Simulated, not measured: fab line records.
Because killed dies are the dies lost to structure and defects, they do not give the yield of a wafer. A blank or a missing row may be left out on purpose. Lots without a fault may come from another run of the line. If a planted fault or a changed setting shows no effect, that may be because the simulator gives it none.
The tool behind it: which one? ; flow nand_harc ; 24 lots, 72 wafers sampled, at 6 steps of a route of 1159

== WHAT EACH GAUGE READ, for each wafer ==
The record lacks any reading of a measuring or inspecting step that a usual standard deviation could be used to judge.

== TOOL THAT RAN EACH LOT (tool first, then ch and the chambers of the sampled wafers, then the start) ==
lot;NHARC_A_STAIRCASE_ETCH_13;NHARC_A_STAIRCASE_ETCH_19;NHARC_A_STAIRCASE_ETCH_23;NHARC_A_STAIRCASE_TRIM_193;NHARC_A_STAIRCASE_ETCH_199;NHARC_A_STAIRCASE_TRIM_200
L075;rie_diel-02 ch 0,2,3, no start;rie_diel-02 ch 0,1,3, no start;rie_diel-02 ch 0,2,3, no start;rie_diel-05 ch 0,1, no start;rie_diel-05 ch 0,2, no start;rie_diel-05 ch 1,2,3, no start
L074;rie_diel-04 ch 0,1,3, no start;rie_diel-04 ch 0,1, no start;rie_diel-04 ch 0,3, no start;rie_diel-05 ch 0,1, no start;rie_diel-02 ch 1,2,3, no start;rie_diel-02 ch 0,1,2, no start
L076;rie_diel-05 ch 0,1, no start;rie_diel-05 ch 0,2, no start;rie_diel-04 ch 0,1,2, no start;rie_diel-04 ch 0,2, no start;rie_diel-04 ch 1,3, no start;rie_diel-04 ch 0,1, no start
L077;rie_diel-02 ch 0,1,3, no start;rie_diel-02 ch 0,2,3, no start;rie_diel-04 ch 0,1,3, no start;rie_diel-05 ch 0,2,3, no start;rie_diel-05 ch 0,1,3, no start;rie_diel-05 ch 1,2,3, no start
L080;rie_diel-02 ch 1,2, no start;rie_diel-02 ch 0,1,3, no start;rie_diel-05 ch 0,1,2, no start;rie_diel-02 ch 0,1,3, no start;rie_diel-04 ch 0,3, no start;rie_diel-04 ch 1,2, no start
L078;rie_diel-02 ch 0,2,3, no start;rie_diel-02 ch 0,1,3, no start;rie_diel-02 ch 0,1,2, no start;rie_diel-02 ch 0,1,2, no start;rie_diel-05 ch 0,2,3, no start;rie_diel-05 ch 1,2,3, no start
L079;rie_diel-05 ch 1,2, no start;rie_diel-05 ch 0,1,3, no start;rie_diel-05 ch 0,1, no start;rie_diel-02 ch 1,2,3, no start;rie_diel-04 ch 0,1, no start;rie_diel-04 ch 0,2,3, no start
L081;rie_diel-02 ch 1,2, no start;rie_diel-02 ch 1,2,3, no start;rie_diel-02 ch 0,1,3, no start;rie_diel-05 ch 0,2, no start;rie_diel-05 ch 1,2,3, no start;rie_diel-05 ch 0,2,3, no start
L082;rie_diel-05 ch 1,2,3, no start;rie_diel-05 ch 0,1,3, no start;rie_diel-05 ch 1,2,3, no start;rie_diel-02 ch 0,1,2, no start;rie_diel-02 ch 0,1,3, no start;rie_diel-02 ch 0,2,3, no start
L083;rie_diel-02 ch 1,2, no start;rie_diel-02 ch 0,3, no start;rie_diel-05 ch 1,2,3, no start;rie_diel-02 ch 0,3, no start;rie_diel-02 ch 0,2,3, no start;rie_diel-02 ch 0,1,3, no start
L084;rie_diel-04 ch 0,1,2, no start;rie_diel-04 ch 0,1, no start;rie_diel-04 ch 0,2,3, no start;rie_diel-05 ch 0,1,3, no start;rie_diel-04 ch 0,1,2, no start;rie_diel-04 ch 0,1,3, no start
L086;rie_diel-02 ch 1,2, no start;rie_diel-02 ch 0,3, no start;rie_diel-02 ch 0,2,3, no start;rie_diel-05 ch 1,2,3, no start;rie_diel-02 ch 1,2, no start;rie_diel-02 ch 0,1,3, no start
L087;rie_diel-05 ch 0,1,2, no start;rie_diel-05 ch 1,2,3, no start;rie_diel-02 ch 1,2,3, no start;rie_diel-02 ch 0,1,2, no start;rie_diel-02 ch 1,2,3, no start;rie_diel-02 ch 0,1,3, no start
L085;rie_diel-05 ch 0,1,3, no start;rie_diel-05 ch 2,3, no start;rie_diel-05 ch 0,1,3, no start;rie_diel-05 ch 0,2,3, no start;rie_diel-05 ch 1,2, no start;rie_diel-05 ch 1,2, no start
L088;rie_diel-02 ch 0,1,2, no start;rie_diel-02 ch 0,2,3, no start;rie_diel-05 ch 1,2,3, no start;rie_diel-04 ch 1,2, no start;rie_diel-05 ch 1,2,3, no start;rie_diel-05 ch 1,2,3, no start
L089;rie_diel-05 ch 0,2,3, no start;rie_diel-05 ch 2,3, no start;rie_diel-05 ch 0,1,3, no start;rie_diel-04 ch 1,3, no start;rie_diel-04 ch 0,3, no start;rie_diel-04 ch 0,2,3, no start
L091;rie_diel-04 ch 2,3, no start;rie_diel-04 ch 0,1, no start;rie_diel-04 ch 0,1, no start;rie_diel-04 ch 1,2,3, no start;rie_diel-04 ch 1,2, no start;rie_diel-04 ch 1,2,3, no start
L093;rie_diel-02 ch 0,1, no start;rie_diel-02 ch 1,3, no start;rie_diel-02 ch 0,2, no start;rie_diel-04 ch 0,1, no start;rie_diel-02 ch 1,3, no start;rie_diel-02 ch 0,3, no start
L090;rie_diel-02 ch 0,1,2, no start;rie_diel-02 ch 1,2,3, no start;rie_diel-02 ch 1,3, no start;rie_diel-04 ch 2,3, no start;rie_diel-02 ch 1,2, no start;rie_diel-02 ch 2,3, no start
L092;rie_diel-04 ch 1,3, no start;rie_diel-04 ch 0,2,3, no start;rie_diel-04 ch 0,1, no start;rie_diel-02 ch 0,1,3, no start;rie_diel-02 ch 1,3, no start;rie_diel-02 ch 1,3, no start
L095;rie_diel-02 ch 1,2, no start;rie_diel-02 ch 0,2,3, no start;rie_diel-04 ch 0,1, no start;rie_diel-04 ch 0,2, no start;rie_diel-05 ch 0,2, no start;rie_diel-05 ch 1,2,3, no start
L094;rie_diel-02 ch 0,1, no start;rie_diel-02 ch 1,2,3, no start;rie_diel-04 ch 0,1, no start;rie_diel-02 ch 1,2,3, no start;rie_diel-02 ch 1,3, no start;rie_diel-02 ch 1,2, no start
L096;rie_diel-02 ch 0,1,2, no start;rie_diel-02 ch 0,1,3, no start;rie_diel-02 ch 1,2,3, no start;rie_diel-02 ch 0,1,2, no start;rie_diel-04 ch 0,2,3, no start;rie_diel-04 ch 0,1,2, no start
L097;rie_diel-05 ch 0,1,2, no start;rie_diel-05 ch 1,2,3, no start;rie_diel-05 ch 0,1,2, no start;rie_diel-02 ch 0,1,3, no start;rie_diel-05 ch 0,1,3, no start;rie_diel-05 ch 1,2,3, no start
- NHARC_A_STAIRCASE_ETCH_13: etches the open film in C4F8/O2, target depth 100 nm, time 40.5 s.
- NHARC_A_STAIRCASE_ETCH_19: etches the open film in C4F8/O2, target depth 100 nm, time 40.5 s.
- NHARC_A_STAIRCASE_ETCH_23: etches the open film in C4F8/O2, target depth 100 nm, time 40.5 s.
- NHARC_A_STAIRCASE_TRIM_193: chemistry O2, time 211.2 s.
- NHARC_A_STAIRCASE_ETCH_199: etches the open film in C4F8/O2, target depth 100 nm, time 40.5 s.
- NHARC_A_STAIRCASE_TRIM_200: chemistry O2, time 211.2 s.

== WHAT THE TOOLS THEMSELVES READ (means of the sampled wafers that have a number; where no wafer has one, the mark that the record gives instead) ==
NHARC_A_STAIRCASE_ETCH_13.
lot;tool;oes_product_au (a.u.);rf_vpp_V (V)
L075;rie_diel-02;0.941;900
L074;rie_diel-04;0.956;900
L076;rie_diel-05;0.936;891
L077;rie_diel-02;0.939;898
L080;rie_diel-02;0.917;898
L078;rie_diel-02;0.925;900
L079;rie_diel-05;0.936;894
L081;rie_diel-02;0.924;898
L082;rie_diel-05;0.927;895
L083;rie_diel-02;0.914;897
L084;rie_diel-04;0.955;898
L086;rie_diel-02;0.924;897
L087;rie_diel-05;0.916;892
L085;rie_diel-05;0.931;893
L088;rie_diel-02;0.920;900
L089;rie_diel-05;0.918;895
L091;rie_diel-04;0.940;898
L093;rie_diel-02;0.951;898
L090;rie_diel-02;0.925;900
L092;rie_diel-04;0.936;901
L095;rie_diel-02;0.935;895
L094;rie_diel-02;0.920;899
L096;rie_diel-02;0.926;900
L097;rie_diel-05;0.916;891

NHARC_A_STAIRCASE_ETCH_19.
lot;tool;oes_product_au (a.u.);rf_vpp_V (V)
L075;rie_diel-02;0.953;897
L074;rie_diel-04;0.938;901
L076;rie_diel-05;0.930;893
L077;rie_diel-02;0.943;900
L080;rie_diel-02;0.940;898
L078;rie_diel-02;0.943;897
L079;rie_diel-05;0.921;894
L081;rie_diel-02;0.938;896
L082;rie_diel-05;0.933;894
L083;rie_diel-02;0.937;899
L084;rie_diel-04;0.923;897
L086;rie_diel-02;0.948;897
L087;rie_diel-05;0.934;895
L085;rie_diel-05;0.928;897
L088;rie_diel-02;0.942;899
L089;rie_diel-05;0.922;898
L091;rie_diel-04;0.934;900
L093;rie_diel-02;0.938;894
L090;rie_diel-02;0.936;897
L092;rie_diel-04;0.931;897
L095;rie_diel-02;0.944;899
L094;rie_diel-02;0.932;897
L096;rie_diel-02;0.940;897
L097;rie_diel-05;0.927;895

NHARC_A_STAIRCASE_ETCH_23.
lot;tool;oes_product_au (a.u.);rf_vpp_V (V)
L075;rie_diel-02;0.939;900
L074;rie_diel-04;0.944;895
L076;rie_diel-04;0.955;898
L077;rie_diel-04;0.940;899
L080;rie_diel-05;0.945;892
L078;rie_diel-02;0.941;900
L079;rie_diel-05;0.933;892
L081;rie_diel-02;0.942;898
L082;rie_diel-05;0.933;895
L083;rie_diel-05;0.949;895
L084;rie_diel-04;0.930;896
L086;rie_diel-02;0.951;899
L087;rie_diel-02;0.937;897
L085;rie_diel-05;0.938;894
L088;rie_diel-05;0.934;895
L089;rie_diel-05;0.911;893
L091;rie_diel-04;0.937;896
L093;rie_diel-02;0.928;902
L090;rie_diel-02;0.943;895
L092;rie_diel-04;0.927;896
L095;rie_diel-04;0.934;901
L094;rie_diel-04;0.935;896
L096;rie_diel-02;0.947;896
L097;rie_diel-05;0.947;892

NHARC_A_STAIRCASE_TRIM_193.
lot;tool;drypump_motor_current_A (A);oes_product_au (a.u.);rf_vpp_V (V);showerhead_plenum_p_Torr (Torr);throttle_valve_pct (%)
L075;rie_diel-05;6.1;0.995;58.5;3.40;17.035
L074;rie_diel-05;6.1;0.990;57.5;3.40;17.030
L076;rie_diel-04;5.3;1.005;58.2;3.47;17.031
L077;rie_diel-05;5.3;0.996;58.3;3.52;17.047
L080;rie_diel-02;5.4;1.002;58.6;3.57;17.027
L078;rie_diel-02;5.9;1.003;58.6;3.64;17.034
L079;rie_diel-02;5.6;1.002;58.4;3.56;17.034
L081;rie_diel-05;5.4;0.990;58.8;3.45;17.034
L082;rie_diel-02;5.9;0.997;58.0;3.64;17.032
L083;rie_diel-02;5.2;1.006;57.7;3.57;17.030
L084;rie_diel-05;5.6;0.988;56.5;3.47;17.027
L086;rie_diel-05;5.7;0.990;57.0;3.50;17.041
L087;rie_diel-02;5.9;0.992;58.1;3.63;17.046
L085;rie_diel-05;5.3;0.997;57.3;3.51;17.033
L088;rie_diel-04;5.3;0.998;58.0;3.62;17.037
L089;rie_diel-04;5.7;1.006;57.8;3.72;17.032
L091;rie_diel-04;5.5;0.995;57.3;3.64;17.041
L093;rie_diel-04;5.5;1.000;57.5;3.65;17.031
L090;rie_diel-04;5.5;1.002;58.2;3.59;17.037
L092;rie_diel-02;5.5;1.002;58.1;3.56;17.033
L095;rie_diel-04;5.3;1.004;58.8;3.46;17.042
L094;rie_diel-02;5.6;0.997;57.9;3.54;17.035
L096;rie_diel-02;5.9;1.000;57.1;3.62;17.036
L097;rie_diel-02;5.5;0.995;58.3;3.55;17.036

NHARC_A_STAIRCASE_ETCH_199.
lot;tool;oes_product_au (a.u.);rf_vpp_V (V)
L075;rie_diel-05;0.941;893
L074;rie_diel-02;0.946;897
L076;rie_diel-04;0.931;904
L077;rie_diel-05;0.946;895
L080;rie_diel-04;0.949;895
L078;rie_diel-05;0.924;895
L079;rie_diel-04;0.955;897
L081;rie_diel-05;0.928;895
L082;rie_diel-02;0.937;898
L083;rie_diel-02;0.944;900
L084;rie_diel-04;0.958;898
L086;rie_diel-02;0.933;899
L087;rie_diel-02;0.941;897
L085;rie_diel-05;0.939;892
L088;rie_diel-05;0.938;895
L089;rie_diel-04;0.942;898
L091;rie_diel-04;0.936;902
L093;rie_diel-02;0.950;895
L090;rie_diel-02;0.933;900
L092;rie_diel-02;0.942;894
L095;rie_diel-05;0.959;893
L094;rie_diel-02;0.939;894
L096;rie_diel-04;0.946;896
L097;rie_diel-05;0.938;894

NHARC_A_STAIRCASE_TRIM_200.
lot;tool;drypump_motor_current_A (A);oes_product_au (a.u.);rf_vpp_V (V);showerhead_plenum_p_Torr (Torr);throttle_valve_pct (%)
L075;rie_diel-05;5.8;0.986;57.8;3.51;17.030
L074;rie_diel-02;5.9;0.990;58.1;3.64;17.034
L076;rie_diel-04;5.5;1.010;58.1;3.66;17.029
L077;rie_diel-05;5.7;0.988;58.5;3.51;17.040
L080;rie_diel-04;5.4;1.000;58.2;3.70;17.031
L078;rie_diel-05;5.7;0.989;57.7;3.51;17.038
L079;rie_diel-04;5.4;1.000;57.3;3.54;17.033
L081;rie_diel-05;5.3;0.993;57.4;3.52;17.038
L082;rie_diel-02;5.6;0.999;57.8;3.63;17.036
L083;rie_diel-02;5.5;1.004;57.6;3.57;17.042
L084;rie_diel-04;5.6;0.994;57.8;3.61;17.041
L086;rie_diel-02;5.5;0.994;57.8;3.56;17.038
L087;rie_diel-02;5.5;1.002;57.5;3.56;17.025
L085;rie_diel-05;6.2;0.992;57.0;3.42;17.036
L088;rie_diel-05;5.7;0.988;57.8;3.50;17.042
L089;rie_diel-04;5.4;1.005;57.8;3.53;17.038
L091;rie_diel-04;5.5;1.001;57.6;3.64;17.038
L093;rie_diel-02;5.2;1.006;57.3;3.56;17.046
L090;rie_diel-02;5.4;1.004;58.4;3.54;17.034
L092;rie_diel-02;5.2;1.004;58.0;3.48;17.039
L095;rie_diel-05;5.7;0.992;57.1;3.49;17.039
L094;rie_diel-02;6.0;0.998;58.7;3.54;17.033
L096;rie_diel-04;5.4;0.992;57.9;3.57;17.037
L097;rie_diel-05;5.7;0.996;57.0;3.49;17.036

== THE ANSWER, worked out from the rows above alone ==
Rule: the lots themselves supply what counts as usual. The widest of any qualifying gaps counts: lots, ordered by their means at a reading, are off when they make up no more than a third of the lots, leave a main group of 4 or more, and stand apart from it by 3 or more times the standard deviation of that group's means. The tables above print the reading to a certain number of digits; a main group whose means all agree to those digits is not used. A lot without any number at a reading at which 4 lots or more have one is off too. Where the step has rows for the other lots, those lots are counted as sound. Order of review: gauges by route order, followed by the tools' own readings, for which a lot's mean as printed above is used. At the first step where some lot is off, the reading lying furthest off is the one used; lots without a number count as furthest.
Across all readings shown, no lot is off: no conclusion can be drawn from this.

== WHAT THE SIMULATOR PUT IN ==
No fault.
